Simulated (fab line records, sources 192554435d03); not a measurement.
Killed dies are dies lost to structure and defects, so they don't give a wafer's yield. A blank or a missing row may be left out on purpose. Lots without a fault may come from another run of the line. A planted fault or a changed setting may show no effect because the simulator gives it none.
Which tool did it? | flow n5_finfet | 21 lots, 63 wafers sampled, at 6 steps of a route of 1938

WHAT THE GAUGES READ, wafer by wafer
The record holds no reading of a measuring or inspecting step that can be judged against a usual standard deviation.

WHICH TOOL RAN EACH LOT (tool, then ch and the chambers of the sampled wafers, then the start)
lot  | N5_BEOL_M0_SAQP_STRIP_86           | N5_BEOL_M0_SAQP_ETCH_106           | N5_BEOL_M0_SAQP_ETCH_88            | N5_BEOL_M0_ANNEAL_133        | N5_BEOL_M1_PECVD_72             | N5_BEOL_M1_HM_DEP_02
L074 | rie_diel-06 ch 0,1, day 5 12:32    | rie_diel-03 ch 2,3, day 5 14:44    | rie_diel-03 ch 2,3, day 5 16:25    | pvd_sputter-01, day 5 21:56  | pecvd-01 ch 1,2, day 5 23:22    | pvd_sputter-02, day 6 02:23
L075 | rie_diel-04 ch 0,3, day 5 22:25    | rie_diel-04 ch 2,3, day 6 00:25    | rie_diel-06 ch 1,2, day 6 02:04    | pvd_sputter-01, day 6 11:29  | pecvd-01 ch 0,1, day 6 13:11    | pvd_sputter-01, day 6 14:59
L076 | rie_diel-04 ch 0,3, day 6 04:51    | rie_diel-03 ch 0,2, day 6 08:13    | rie_diel-03 ch 0,1,2, day 6 09:44  | pvd_sputter-02, day 6 13:04  | pecvd-03 ch 0,2, day 6 14:31    | pvd_sputter-01, day 6 15:41
L077 | rie_diel-06 ch 0,2, day 6 08:38    | rie_diel-04 ch 0,1,3, day 6 10:34  | rie_diel-03 ch 0,1,3, day 6 12:35  | pvd_sputter-01, day 6 18:00  | pecvd-03 ch 0,1,2, day 6 19:49  | pvd_sputter-03, day 6 20:42
L078 | rie_diel-06 ch 1,2, day 6 17:05    | rie_diel-06 ch 0,1, day 6 19:21    | rie_diel-04 ch 0,2,3, day 6 20:59  | pvd_sputter-02, day 7 03:21  | pecvd-04 ch 1,2, day 7 04:45    | pvd_sputter-01, day 7 05:07
L079 | rie_diel-03 ch 0,3, day 6 18:10    | rie_diel-04 ch 1,2,3, day 6 20:19  | rie_diel-06 ch 1,2, day 6 21:54    | pvd_sputter-01, day 7 04:10  | pecvd-03 ch 0,1,2, day 7 05:40  | pvd_sputter-01, day 7 05:55
L080 | rie_diel-03 ch 1,2,3, day 6 23:58  | rie_diel-04 ch 0,1, day 7 02:20    | rie_diel-04 ch 0,1,2, day 7 04:01  | pvd_sputter-02, day 7 10:52  | pecvd-01 ch 0,1,2, day 7 12:40  | pvd_sputter-01, day 7 13:20
L081 | rie_diel-03 ch 0,3, day 7 10:08    | rie_diel-03 ch 0,2,3, day 7 12:02  | rie_diel-04 ch 0,2,3, day 7 15:37  | pvd_sputter-01, day 7 23:36  | pecvd-01 ch 0,1,2, day 8 00:59  | pvd_sputter-01, day 8 03:47
L082 | rie_diel-06 ch 0,3, day 7 14:56    | rie_diel-03 ch 0,1,3, day 7 17:09  | rie_diel-06 ch 0,3, day 7 19:32    | pvd_sputter-01, day 8 03:26  | pecvd-03 ch 0,1,2, day 8 04:49  | pvd_sputter-03, day 8 05:05
L083 | rie_diel-06 ch 1,2,3, day 8 01:09  | rie_diel-03 ch 0,3, day 8 03:35    | rie_diel-06 ch 0,1, day 8 05:16    | pvd_sputter-02, day 8 08:55  | pecvd-01 ch 0,1, day 8 10:18    | pvd_sputter-02, day 8 11:57
L084 | rie_diel-03 ch 0,2,3, day 8 06:30  | rie_diel-03 ch 0,2,3, day 8 08:50  | rie_diel-06 ch 0,1, day 8 10:29    | pvd_sputter-01, day 8 20:32  | pecvd-03 ch 0,1,2, day 8 21:55  | pvd_sputter-03, day 8 23:39
L085 | rie_diel-04 ch 0,2,3, day 8 13:19  | rie_diel-03 ch 0,1,2, day 8 15:24  | rie_diel-06 ch 0,1,2, day 8 17:29  | pvd_sputter-01, day 9 00:26  | pecvd-03 ch 0,1,2, day 9 01:57  | pvd_sputter-03, day 9 02:37
L086 | rie_diel-03 ch 0,1,2, day 8 17:59  | rie_diel-03 ch 0,1,2, day 8 20:18  | rie_diel-03 ch 0,2,3, day 8 21:49  | pvd_sputter-02, day 9 03:23  | pecvd-03 ch 0,1, day 9 04:47    | pvd_sputter-02, day 9 07:17
L087 | rie_diel-06 ch 0,1,3, day 8 22:56  | rie_diel-06 ch 0,3, day 9 00:56    | rie_diel-03 ch 0,2, day 9 02:49    | pvd_sputter-01, day 9 08:59  | pecvd-01 ch 0,1,2, day 9 10:25  | pvd_sputter-03, day 9 11:06
L089 | rie_diel-06 ch 0,2,3, day 9 11:29  | rie_diel-06 ch 0,1,3, day 9 13:33  | rie_diel-04 ch 1,2,3, day 9 15:12  | pvd_sputter-01, day 9 20:18  | pecvd-03 ch 0,2, day 9 21:48    | pvd_sputter-03, day 9 22:57
L090 | rie_diel-03 ch 0,1,2, day 9 15:20  | rie_diel-03 ch 0,2,3, day 9 17:34  | rie_diel-06 ch 1,3, day 9 19:20    | pvd_sputter-01, day 10 01:20 | pecvd-04 ch 0,1, day 10 02:43   | pvd_sputter-02, day 10 02:47
L092 | rie_diel-03 ch 0,2,3, day 10 00:41 | rie_diel-03 ch 0,2,3, day 10 02:35 | rie_diel-03 ch 1,2,3, day 10 04:14 | pvd_sputter-02, day 10 12:41 | pecvd-01 ch 0,1,2, day 10 14:04 | pvd_sputter-01, day 10 14:18
L093 | rie_diel-03 ch 1,2,3, day 10 09:13 | rie_diel-06 ch 0,1,2, day 10 11:08 | rie_diel-04 ch 0,1,2, day 10 13:20 | pvd_sputter-03, day 10 18:22 | pecvd-03 ch 1,2, day 10 21:10   | pvd_sputter-02, day 11 00:10
L095 | rie_diel-04 ch 0,1, day 10 18:28   | rie_diel-06 ch 0,2,3, day 10 20:22 | rie_diel-06 ch 2,3, day 10 22:00   | pvd_sputter-02, day 11 03:33 | pecvd-03 ch 0,1, day 11 04:56   | pvd_sputter-02, day 11 05:58
L096 | rie_diel-06 ch 1,2,3, day 11 02:07 | rie_diel-06 ch 0,1,3, day 11 04:44 | rie_diel-04 ch 0,3, day 11 06:43   | pvd_sputter-01, day 11 10:44 | pecvd-01 ch 0,1, day 11 12:23   | pvd_sputter-03, day 11 13:01
L097 | rie_diel-04 ch 1,2,3, day 11 11:21 | rie_diel-04 ch 0,2, day 11 13:38   | rie_diel-04 ch 0,3, day 11 15:20   | pvd_sputter-01, day 11 22:53 | pecvd-01 ch 0,1,2, day 12 00:17 | pvd_sputter-03, day 12 01:44
- N5_BEOL_M0_SAQP_STRIP_86: strips in N2/H2.
- N5_BEOL_M0_SAQP_ETCH_106: etches SOC in N2/H2, stops on SiNx, target depth 150 nm.
- N5_BEOL_M0_SAQP_ETCH_88: etches underlayer in N2/H2, target depth 6.5 nm, time 5.2 s.
- N5_BEOL_M0_ANNEAL_133: time 60 s.
- N5_BEOL_M1_PECVD_72: deposits SiO2 from TEOS/O2, target thk 16 nm, time 18 s.
- N5_BEOL_M1_HM_DEP_02: deposits TiN, target thk 20 nm.

WHAT THE TOOLS THEMSELVES READ (means of the sampled wafers that have a number; where no wafer has one, the mark that the record gives instead)
N5_BEOL_M0_SAQP_STRIP_86.
lot  | tool        | drypump_motor_current_A (A) | oes_product_au (a.u.) | rf_vpp_V (V) | showerhead_plenum_p_Torr (Torr) | temp_c (C) | throttle_valve_pct (%)
L074 | rie_diel-06 | 5.4                         | 0.84                  | 121.7        | 3.29                            | 40.03      | 18.6
L075 | rie_diel-04 | 5.7                         | 0.79                  | 121.3        | 3.35                            | 40.19      | 19.4
L076 | rie_diel-04 | 5.7                         | 0.79                  | 122.0        | 3.34                            | 39.95      | 19.3
L077 | rie_diel-06 | 5.8                         | 0.75                  | 123.3        | 3.30                            | 39.94      | 18.7
L078 | rie_diel-06 | 5.9                         | 0.72                  | 121.3        | 3.33                            | 39.98      | 18.9
L079 | rie_diel-03 | 6.0                         | 0.85                  | 120.8        | 3.43                            | 39.95      | 19.9
L080 | rie_diel-03 | 5.7                         | 0.84                  | 122.2        | 3.45                            | 39.99      | 19.3
L081 | rie_diel-03 | 5.5                         | 0.78                  | 121.2        | 3.39                            | 40.03      | 19.5
L082 | rie_diel-06 | 5.5                         | 0.86                  | 121.3        | 3.31                            | 39.99      | 18.6
L083 | rie_diel-06 | 6.0                         | 0.79                  | 121.2        | 3.36                            | 39.98      | 19.0
L084 | rie_diel-03 | 5.6                         | 0.87                  | 123.1        | 3.38                            | 39.89      | 19.3
L085 | rie_diel-04 | 5.6                         | 0.76                  | 120.4        | 3.28                            | 39.98      | 19.6
L086 | rie_diel-03 | 5.3                         | 0.86                  | 123.5        | 3.41                            | 39.94      | 18.8
L087 | rie_diel-06 | 5.7                         | 0.82                  | 121.1        | 3.34                            | 40.13      | 18.8
L089 | rie_diel-06 | 5.8                         | 0.79                  | 122.2        | 3.32                            | 39.92      | 18.8
L090 | rie_diel-03 | 5.3                         | 0.83                  | 122.2        | 3.40                            | 40.03      | 18.8
L092 | rie_diel-03 | 5.6                         | 0.83                  | 123.7        | 3.37                            | 39.93      | 19.3
L093 | rie_diel-03 | 5.7                         | 0.87                  | 121.2        | 3.44                            | 39.95      | 19.2
L095 | rie_diel-04 | 5.5                         | 0.71                  | 120.7        | 3.33                            | 39.99      | 19.1
L096 | rie_diel-06 | 6.0                         | 0.76                  | 121.2        | 3.35                            | 40.03      | 19.0
L097 | rie_diel-04 | 5.4                         | 0.74                  | 122.1        | 3.26                            | 40.01      | 19.4

N5_BEOL_M0_SAQP_ETCH_106.
lot  | tool        | drypump_motor_current_A (A) | oes_product_au (a.u.) | rf_vpp_V (V) | showerhead_plenum_p_Torr (Torr) | throttle_valve_pct (%)
L074 | rie_diel-03 | 5.7                         | 0.75                  | 240.0        | 2.56                            | 18.05
L075 | rie_diel-04 | 5.5                         | 0.76                  | 239.6        | 2.45                            | 18.22
L076 | rie_diel-03 | 5.2                         | 0.69                  | 240.3        | 2.54                            | 17.96
L077 | rie_diel-04 | 5.4                         | 0.78                  | 240.9        | 2.52                            | 17.90
L078 | rie_diel-06 | 5.4                         | 0.79                  | 238.8        | 2.49                            | 17.66
L079 | rie_diel-04 | 5.4                         | 0.77                  | 239.4        | 2.48                            | 17.99
L080 | rie_diel-04 | 5.5                         | 0.72                  | 240.0        | 2.53                            | 17.90
L081 | rie_diel-03 | 5.6                         | 0.75                  | 241.0        | 2.57                            | 18.11
L082 | rie_diel-03 | 5.6                         | 0.83                  | 241.0        | 2.62                            | 18.04
L083 | rie_diel-03 | 5.5                         | 0.77                  | 240.7        | 2.57                            | 18.14
L084 | rie_diel-03 | 5.6                         | 0.84                  | 240.7        | 2.56                            | 17.94
L085 | rie_diel-03 | 5.3                         | 0.84                  | 241.0        | 2.58                            | 17.75
L086 | rie_diel-03 | 5.2                         | 0.84                  | 241.3        | 2.58                            | 17.75
L087 | rie_diel-06 | 5.5                         | 0.82                  | 240.2        | 2.50                            | 17.59
L089 | rie_diel-06 | 5.7                         | 0.79                  | 240.9        | 2.52                            | 17.78
L090 | rie_diel-03 | 5.6                         | 0.81                  | 240.4        | 2.56                            | 17.96
L092 | rie_diel-03 | 5.6                         | 0.82                  | 241.0        | 2.56                            | 17.96
L093 | rie_diel-06 | 5.7                         | 0.72                  | 240.0        | 2.49                            | 17.83
L095 | rie_diel-06 | 5.8                         | 0.77                  | 240.1        | 2.51                            | 17.75
L096 | rie_diel-06 | 5.7                         | 0.78                  | 241.1        | 2.52                            | 17.80
L097 | rie_diel-04 | 5.8                         | 0.68                  | 239.3        | 2.46                            | 18.41

N5_BEOL_M0_SAQP_ETCH_88.
lot  | tool        | drypump_motor_current_A (A) | etch_rf_on_time_s (s) | oes_product_au (a.u.) | rf_vpp_V (V) | showerhead_plenum_p_Torr (Torr) | throttle_valve_pct (%)
L074 | rie_diel-03 | 6.0                         | 5.09                  | 0.72                  | 523.9        | 2.60                            | 18.23
L075 | rie_diel-06 | 5.8                         | 5.26                  | 0.62                  | 522.9        | 2.53                            | 17.99
L076 | rie_diel-03 | 5.3                         | 5.41                  | 0.66                  | 524.0        | 2.59                            | 17.94
L077 | rie_diel-03 | 5.6                         | 5.28                  | 0.74                  | 526.3        | 2.63                            | 18.06
L078 | rie_diel-04 | 5.6                         | 5.16                  | 0.66                  | 522.3        | 2.49                            | 18.18
L079 | rie_diel-06 | 6.0                         | 5.31                  | 0.61                  | 523.3        | 2.52                            | 17.96
L080 | rie_diel-04 | 5.6                         | 5.13                  | 0.62                  | 523.3        | 2.50                            | 18.18
L081 | rie_diel-04 | 5.6                         | 5.13                  | 0.65                  | 521.9        | 2.49                            | 18.20
L082 | rie_diel-06 | 5.9                         | 5.21                  | 0.74                  | 524.1        | 2.55                            | 17.69
L083 | rie_diel-06 | 5.4                         | 5.39                  | 0.67                  | 522.6        | 2.48                            | 17.72
L084 | rie_diel-06 | 5.5                         | 5.30                  | 0.65                  | 522.5        | 2.51                            | 17.90
L085 | rie_diel-06 | 5.7                         | 5.33                  | 0.64                  | 522.8        | 2.50                            | 17.83
L086 | rie_diel-03 | 5.6                         | 5.12                  | 0.73                  | 523.7        | 2.56                            | 17.98
L087 | rie_diel-03 | 5.2                         | 5.30                  | 0.67                  | 523.5        | 2.53                            | 17.87
L089 | rie_diel-04 | 5.4                         | 5.18                  | 0.64                  | 521.6        | 2.47                            | 18.06
L090 | rie_diel-06 | 6.0                         | 5.23                  | 0.69                  | 524.2        | 2.57                            | 17.90
L092 | rie_diel-03 | 5.7                         | 5.23                  | 0.75                  | 525.3        | 2.61                            | 17.91
L093 | rie_diel-04 | 5.6                         | 5.13                  | 0.60                  | 522.6        | 2.49                            | 18.21
L095 | rie_diel-06 | 6.1                         | 5.32                  | 0.67                  | 523.6        | 2.56                            | 17.86
L096 | rie_diel-04 | 5.4                         | 5.33                  | 0.68                  | 522.8        | 2.50                            | 18.00
L097 | rie_diel-04 | 5.6                         | 5.19                  | 0.64                  | 523.7        | 2.52                            | 18.17

N5_BEOL_M0_ANNEAL_133.
lot  | tool           | heater_power_w (W) | susceptor_temp_C (C) | susceptor_temp_C_max
L074 | pvd_sputter-01 | 828                | 399.90               | 400.5
L075 | pvd_sputter-01 | 890                | 399.95               | 400.9
L076 | pvd_sputter-02 | 885                | 399.95               | 400.9
L077 | pvd_sputter-01 | 888                | 400.06               | 401.0
L078 | pvd_sputter-02 | 843                | 399.76               | 400.5
L079 | pvd_sputter-01 | 847                | 399.95               | 400.6
L080 | pvd_sputter-02 | 810                | 400.10               | 400.8
L081 | pvd_sputter-01 | 835                | 400.03               | 401.2
L082 | pvd_sputter-01 | 916                | 400.03               | 401.6
L083 | pvd_sputter-02 | 790                | 399.93               | 400.8
L084 | pvd_sputter-01 | 844                | 400.10               | 400.7
L085 | pvd_sputter-01 | 885                | 399.92               | 400.9
L086 | pvd_sputter-02 | 823                | 400.10               | 400.9
L087 | pvd_sputter-01 | 844                | 400.17               | 400.9
L089 | pvd_sputter-01 | 907                | 400.15               | 401.2
L090 | pvd_sputter-01 | 844                | 400.03               | 401.1
L092 | pvd_sputter-02 | 847                | 400.03               | 400.8
L093 | pvd_sputter-03 | 798                | 399.87               | 400.8
L095 | pvd_sputter-02 | 812                | 399.87               | 400.7
L096 | pvd_sputter-01 | 911                | 399.98               | 401.5
L097 | pvd_sputter-01 | 867                | 399.79               | 400.3

N5_BEOL_M1_PECVD_72.
lot  | tool     | heater_power_w (W) | showerhead_plenum_p_Torr (Torr) | susceptor_temp_C (C) | throttle_valve_pct (%)
L074 | pecvd-01 | 538                | 8.77                            | 399.95               | 22.4
L075 | pecvd-01 | 630                | 8.80                            | 400.19               | 22.2
L076 | pecvd-03 | 761                | 8.75                            | 399.99               | 25.0
L077 | pecvd-03 | 716                | 8.72                            | 400.03               | 23.5
L078 | pecvd-04 | 739                | 8.75                            | 400.00               | 22.8
L079 | pecvd-03 | 702                | 8.69                            | 400.06               | 23.7
L080 | pecvd-01 | 746                | 8.78                            | 399.94               | 22.5
L081 | pecvd-01 | 712                | 8.77                            | 400.01               | 22.4
L082 | pecvd-03 | 681                | 8.71                            | 399.96               | 23.6
L083 | pecvd-01 | 844                | 8.76                            | 399.98               | 22.3
L084 | pecvd-03 | 706                | 8.71                            | 400.16               | 23.6
L085 | pecvd-03 | 734                | 8.71                            | 399.97               | 23.6
L086 | pecvd-03 | 615                | 8.69                            | 399.89               | 24.7
L087 | pecvd-01 | 691                | 8.78                            | 400.05               | 22.5
L089 | pecvd-03 | 806                | 8.74                            | 400.09               | 22.7
L090 | pecvd-04 | 640                | 8.79                            | 400.10               | 22.5
L092 | pecvd-01 | 671                | 8.79                            | 400.02               | 22.7
L093 | pecvd-03 | 713                | 8.67                            | 400.09               | 22.2
L095 | pecvd-03 | 619                | 8.69                            | 400.22               | 24.5
L096 | pecvd-01 | 755                | 8.77                            | 399.95               | 22.4
L097 | pecvd-01 | 642                | 8.78                            | 399.98               | 22.6

N5_BEOL_M1_HM_DEP_02.
lot  | tool           | susceptor_temp_C (C) | throttle_valve_pct (%)
L074 | pvd_sputter-02 | 24.92                | 30.5
L075 | pvd_sputter-01 | 25.01                | 29.6
L076 | pvd_sputter-01 | 25.03                | 29.6
L077 | pvd_sputter-03 | 24.91                | 29.9
L078 | pvd_sputter-01 | 25.01                | 29.1
L079 | pvd_sputter-01 | 24.97                | 29.9
L080 | pvd_sputter-01 | 25.03                | 29.0
L081 | pvd_sputter-01 | 25.00                | 29.0
L082 | pvd_sputter-03 | 24.99                | 30.0
L083 | pvd_sputter-02 | 25.03                | 29.8
L084 | pvd_sputter-03 | 25.04                | 29.5
L085 | pvd_sputter-03 | 25.07                | 29.5
L086 | pvd_sputter-02 | 24.99                | 30.3
L087 | pvd_sputter-03 | 24.96                | 30.2
L089 | pvd_sputter-03 | 24.99                | 30.4
L090 | pvd_sputter-02 | 25.05                | 30.0
L092 | pvd_sputter-01 | 25.04                | 29.9
L093 | pvd_sputter-02 | 24.87                | 30.3
L095 | pvd_sputter-02 | 24.96                | 30.1
L096 | pvd_sputter-03 | 24.90                | 29.9
L097 | pvd_sputter-03 | 24.97                | 29.4

THE ANSWER, worked out from the rows above alone
Rule: what is usual is taken from the lots themselves. Put in order of their means at a reading, lots are off if they are a third of the lots or fewer, leave a main group of 4 or more, and stand apart from it by a gap of 3 or more times the standard deviation of the main group's means; of several such gaps the widest counts. A main group whose means are all the same, to the digits that the tables above print for the reading, isn't used. A lot without any number at a reading at which 4 lots or more have one is off too. The other lots that the step has rows for count as sound. The gauges are gone through in route order, then the tools' own readings, and for those a lot's mean is taken as printed above. The first step at which some lot is off is used, and at that step the reading that is off furthest; a lot without a number counts as furthest.
No lot is off at any reading shown: from this, nothing can be told.

WHAT THE SIMULATOR HAD PUT IN
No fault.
